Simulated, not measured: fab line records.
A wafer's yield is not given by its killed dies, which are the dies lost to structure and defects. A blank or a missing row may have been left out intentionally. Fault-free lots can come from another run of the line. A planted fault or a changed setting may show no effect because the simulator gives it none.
Struck lot and sound lot, side by side    flow nand_harc    15 out of 1159 route steps
Sound: these wafers, L750.3, L750.4, L750.5. Wafers struck: L752.3, L752.4, L752.6. At the end, the cause is stated.
Order at every step that has rows: each side's tool, ch and its chambers, its first start. Under that, the readings that differ: sound wafers    struck wafers    difference of the means    sigmas: that difference in standard deviations of wafers without a fault.
alike: same words and numbers on both sides, and readings whose means sit less than 2 such deviations apart. not compared: any withheld reading, any reading some wafer has no value for, any bound like >300 that may hide the same value, and any number with overlapping values for which the record gives no deviation.
Wherever a step has rows on one side only, a row that says differs or no value, or a row with sigmas, the two part there. Numbers that don't overlap but have no deviation are shown without sigmas and don't part them. A reading that every wafer of one side lacks parts them only if that side has two wafers or more.

NHARC_A_M1_PRE_CLEAN_32: time 12 s.
  sound on pecvd-01 ch 0,1, day 18 07:59; struck on pecvd-02 ch 0,1, day 18 13:28
  alike: heater_power_w
NHARC_A_M1_DEP_33: deposits SiCN, target thk 30 nm.
  sound on pecvd-01 ch 0,1, day 18 08:05; struck on pecvd-02 ch 0,1, day 18 13:37
  alike: heater_power_w
NHARC_A_BONDPAD_DEP_00: deposits SiCN, target thk 250 nm.
  sound on pecvd-01 ch 0,2; struck on pecvd-04 ch 1,2, day 18 14:11
  alike: heater_power_w
NHARC_A_BONDPAD_CMP_29: polishes SiCN, target thk 200 nm.
  sound on cmp-03 ch 0,1,2, day 18 09:06; struck on cmp-01 ch 2,3, day 18 14:34
  alike: motor_current_A
NHARC_A_BONDPAD_THK_MEAS_30: measures by ellipsometry.
  sound on film_metro-02 at day 18 09:18; struck on film_metro-01 at day 18 14:49
reading      sound              struck             difference  sigmas
thk_nm (nm)  202.0 197.9 200.7  202.1 205.1 203.7  +3.4        +2
then, 7 steps without rows for these wafers: NHARC_A_BONDPAD_SRD_31; NHARC_A_BONDPAD_DEHYDRATE_01 (time 120 s); NHARC_A_BONDPAD_HMDS_02 (time 30 s); NHARC_A_BONDPAD_COAT_33 (time 65 s); NHARC_A_BONDPAD_COAT_03 (resist thk 600 nm); NHARC_A_BONDPAD_SOFTBAKE_04 (time 70 s); NHARC_A_BONDPAD_EBR_05.
NHARC_A_BONDPAD_EXPOSE_06: exposes mask A BPAD.
  sound on krf_scanner-02 ch 0, day 18 09:44; struck on krf_scanner-02 ch 0, day 18 15:07
reading               sound              struck             difference  sigmas
exposure_dose_mJ_cm2  36.96 36.95 36.97  40.54 40.47 40.49  +3.54       +86
focus_offset_nm (nm)  -0.7 -0.7 -0.4     0.1 0.5 1.1        +1.2        +2
  alike: mask
then, 1 step without rows for these wafers: NHARC_A_BONDPAD_PEB_07 (peb time 80 s).
NHARC_END_SORT_01:
  the record has rows for the sound wafers here (prober-01 ch 0, day 19 20:19) and none for the struck ones

== WHERE THEY PART ==
Last at NHARC_END_SORT_01 as far as this record goes, first at NHARC_A_BONDPAD_THK_MEAS_30.

WHY: whatever the simulator had introduced
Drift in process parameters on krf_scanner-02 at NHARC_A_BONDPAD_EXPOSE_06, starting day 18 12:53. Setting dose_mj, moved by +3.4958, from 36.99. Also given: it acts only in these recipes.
